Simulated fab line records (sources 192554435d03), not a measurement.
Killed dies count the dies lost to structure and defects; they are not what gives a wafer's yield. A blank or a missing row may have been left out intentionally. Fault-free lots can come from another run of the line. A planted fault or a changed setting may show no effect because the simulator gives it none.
The tool behind it: which one? -- flow n5-finfet -- 28 wafers from 10 lots sampled at 5 of the route's 1938 steps

WHAT THE GAUGES READ, wafer by wafer
N5_BEOL_M4_RC_MEAS_101.
lot,measured,on,CJ_N,CJ_P,DIBL_N (mV/V),DIBL_P (mV/V),IOFF_N (nA/um),IOFF_P (nA/um),ION_N (uA/um),ION_P (uA/um),RS_NWELL (ohm/sq),RS_PWELL (ohm/sq),SS_N (mV/dec),SS_P (mV/dec),VT_N (mV),VT_P (mV)
L822,day 7 23:58,prober-01,4.45 4.35 4.32,5.74 5.91 5.76,34.0 35.2 34.4,32.5 34.1 34.2,0.114 0.133 0.126,0.16 0.18 0.18,661 670 659,457 464 452,1036 1041 1030,3050 3006 3007,70.3 70.6 71.3,72.7 73.5 73.0,255 253 255,-255 -251 -250
L823,day 8 11:07,prober-01,4.49 4.50 4.42,5.77 5.72 5.75,38.6 34.7 34.8,38.5 32.9 34.2,0.217 0.139 0.144,0.30 0.21 0.22,674 671 673,468 463 460,1022 1031 1032,3013 3035 3056,72.4 71.0 71.6,74.4 72.9 73.5,248 251 251,-244 -249 -248
L824,day 8 13:11,prober-02,4.29 4.31 4.23,5.77 5.52 5.66,34.3 34.6 33.5,36.0 34.9 35.0,0.149 0.144 0.146,0.18 0.17 0.17,676 664 670,457 455 459,1031 1037 1032,3044 3006 3008,70.9 71.6 70.7,72.8 72.0 73.0,252 254 251,-255 -253 -252
L825,day 8 23:14,prober-01,4.35 4.41 4.37,5.83 5.73 5.95,35.8 36.4 36.6,36.2 37.6 37.3,0.162 0.186 0.188,0.18 0.19 0.19,676 688 673,452 469 453,1050 1040 1034,2998 2977 2981,71.3 71.3 72.3,73.1 73.7 73.8,253 246 251,-258 -252 -253
L827,day 9 08:35,prober-02,4.41 4.44 4.34,5.57 5.63 5.61,35.7 35.7 35.1,36.7 36.7 36.3,0.162 0.163 0.152,0.23 0.23 0.22,680 678 678,468 467 467,1042 1029 1036,3033 3005 3011,71.3 71.4 71.0,72.6 72.1 73.0,247 247 249,-247 -248 -247
L828,day 9 17:50,prober-02,4.29 4.37 4.39,5.68 5.71 5.60,36.0 35.9 35.6,36.9 36.5 35.6,0.162 0.157 0.153,0.21 0.20 0.20,676 682 674,465 459 462,1040 1039 1033,3021 3013 3013,72.1 71.7 71.3,73.2 72.6 73.1,247 248 248,-251 -250 -250
L829,day 10 02:28,prober-02,4.28 3.17,5.78 4.54,33.7 37.2,32.3 34.5,0.114 0.182,0.16 0.20,666 674,458 461,1037 1014,2985 2862,70.7 73.1,72.2 73.5,256 253,-253 -247
L830,day 10 03:15,prober-02,3.18 4.29 3.03,4.73 5.80 4.83,37.8 37.6 38.6,35.1 35.7 36.7,0.178 0.154 0.190,0.20 0.21 0.23,676 669 679,460 459 460,1015 1035 1023,2846 2995 2869,73.0 71.6 73.0,73.6 73.0 73.3,250 250 252,-248 -251 -248
L832,day 10 20:56,prober-02,3.27 4.37,4.80 5.94,39.5 36.1,35.8 34.5,0.245 0.168,0.24 0.21,684 684,469 468,1014 1016,2866 3028,72.7 70.3,73.2 73.2,244 244,-247 -248
L838,day 12 15:07,prober-01,4.42 4.41 4.44,6.09 6.09 5.95,34.7 33.4 35.4,33.2 31.7 35.0,0.143 0.122 0.164,0.19 0.17 0.21,674 666 676,463 462 469,1047 1046 1047,3022 3038 3031,72.2 71.8 72.1,73.0 73.3 73.5,252 254 252,-249 -251 -249

N5_BEOL_M5_THK_MEAS_01.
lot,measured,on,M5_ILD_THK (nm)
L822,day 8 01:21,film-metro-01,120.1 121.6 120.2
L823,day 8 13:08,film-metro-02,121.2 121.5 121.7
L824,day 8 14:44,film-metro-01,121.9 120.3 123.2
L825,day 9 00:37,film-metro-01,120.4 123.2 121.1
L827,day 9 09:48,film-metro-02,123.6 124.4 123.4
L828,day 9 19:13,film-metro-01,122.0 121.5 123.8
L829,day 10 03:52,film-metro-01,118.4 121.1
L830,day 10 04:47,film-metro-01,119.1 119.6 118.6
L832,day 10 22:28,film-metro-02,120.6 122.2
L838,day 12 16:29,film-metro-01,121.0 121.6 122.3

WHAT TOOL EACH LOT RAN ON (gives the tool, then ch and the chambers of the sampled wafers, and finally the start)
lot,N5_WELL_APT_EPI_41,N5_BEOL_M4_SPUTTER_94,N5_BEOL_M5_CURE_79
L822,"epi-rpcvd-03 ch 0, day 1 22:34","pvd-sputter-03, day 7 19:35","uv-cure-01 ch 1, day 8 00:55"
L823,"epi-rpcvd-02 ch 0, day 2 04:21","pvd-sputter-03, day 8 06:21","uv-cure-01 ch 0, day 8 12:09"
L824,"epi-rpcvd-03 ch 0, day 2 10:09","pvd-sputter-03, day 8 08:50","uv-cure-03 ch 2, day 8 14:13"
L825,"epi-rpcvd-03 ch 0, day 2 16:05","pvd-sputter-03, day 8 19:16","uv-cure-02 ch 0, day 9 00:11"
L827,"epi-rpcvd-03 ch 0, day 3 04:56","pvd-sputter-03, day 9 03:35","uv-cure-02 ch 2, day 9 09:27"
L828,"epi-rpcvd-03 ch 0, day 3 10:19","pvd-sputter-01, day 9 14:25","uv-cure-02 ch 0, day 9 18:46"
L829,"epi-rpcvd-03 ch 0, day 3 16:15","pvd-sputter-02, day 9 20:40","uv-cure-01 ch 1, day 10 03:26"
L830,"epi-rpcvd-03 ch 0, day 3 22:20","pvd-sputter-03, day 9 21:44","uv-cure-02 ch 0, day 10 04:17"
L832,"epi-rpcvd-03 ch 0, day 4 10:04","pvd-sputter-02, day 10 18:08","uv-cure-03 ch 2, day 10 21:58"
L838,"epi-rpcvd-01 ch 0, day 5 22:04","pvd-sputter-02, day 12 13:33","uv-cure-03 ch 2, day 12 16:04"
- N5_WELL_APT_EPI_41: deposits Si from SiH4/H2, target thk 50 nm, time 297.7 s.
- N5_BEOL_M4_SPUTTER_94: material Cu, target thk 4.5 nm, time 8.29 s.
- N5_BEOL_M5_CURE_79: cures SiCOH lowk, time 240 s.

WHAT THE TOOLS THEMSELVES READ (means of the sampled wafers that have a number; where no wafer has one, the mark that the record gives instead)
N5_WELL_APT_EPI_41.
lot,tool,throttle-valve-pct (%)
L822,epi-rpcvd-03,11.31
L823,epi-rpcvd-02,11.33
L824,epi-rpcvd-03,11.19
L825,epi-rpcvd-03,11.51
L827,epi-rpcvd-03,11.33
L828,epi-rpcvd-03,11.32
L829,epi-rpcvd-03,11.27
L830,epi-rpcvd-03,11.22
L832,epi-rpcvd-03,11.20
L838,epi-rpcvd-01,11.15

N5_BEOL_M4_SPUTTER_94.
lot,tool,throttle-valve-pct (%)
L822,pvd-sputter-03,29.6
L823,pvd-sputter-03,29.4
L824,pvd-sputter-03,29.8
L825,pvd-sputter-03,30.0
L827,pvd-sputter-03,29.4
L828,pvd-sputter-01,30.3
L829,pvd-sputter-02,29.2
L830,pvd-sputter-03,29.4
L832,pvd-sputter-02,28.5
L838,pvd-sputter-02,29.5

N5_BEOL_M5_CURE_79.
lot,tool,lamp-power-pct (%),wafer_temp_C_max
L822,uv-cure-01,52.30,387.8
L823,uv-cure-01,52.27,386.7
L824,uv-cure-03,52.32,386.6
L825,uv-cure-02,52.31,387.6
L827,uv-cure-02,52.29,386.3
L828,uv-cure-02,52.33,387.4
L829,uv-cure-01,52.32,387.3
L830,uv-cure-02,52.30,387.2
L832,uv-cure-03,52.34,386.6
L838,uv-cure-03,52.29,386.0

THE ANSWER, worked out from the rows above alone
Rule: what is usual is taken from the lots themselves. Put in order of their means at a reading, lots are off if they are a third of the lots or fewer, leave a main group of 4 or more, and stand apart from it by a gap of 3 or more times the standard deviation of the main group's means; of several such gaps the widest counts. If all means in a main group match to the digits the tables above print for the reading, that group is not used. Also off: a lot with no number at a reading for which 4 or more lots have one. Where the step has rows for the other lots, those lots are counted as sound. Order of review: gauges by route order, followed by the tools' own readings, for which a lot's mean as printed above is used. At the first step where some lot is off, the reading lying furthest off is the one used; lots without a number count as furthest.
Off: L829, L830, L832, seen at N5_BEOL_M4_RC_MEAS_101 (CJ_N). The main group has a mean of 4.38 with a standard deviation of 0.056.
A tool fits if, at a process step before that reading, it ran every lot that is off, and no sound lot after the first of them. The gauges at N5_BEOL_M4_RC_MEAS_101 are tried like those tools. 2 tools fit, epi-rpcvd-03 at N5_WELL_APT_EPI_41 and prober-02 at N5_BEOL_M4_RC_MEAS_101, so this cannot tell which one it is.

WHAT THE SIMULATOR PUT IN
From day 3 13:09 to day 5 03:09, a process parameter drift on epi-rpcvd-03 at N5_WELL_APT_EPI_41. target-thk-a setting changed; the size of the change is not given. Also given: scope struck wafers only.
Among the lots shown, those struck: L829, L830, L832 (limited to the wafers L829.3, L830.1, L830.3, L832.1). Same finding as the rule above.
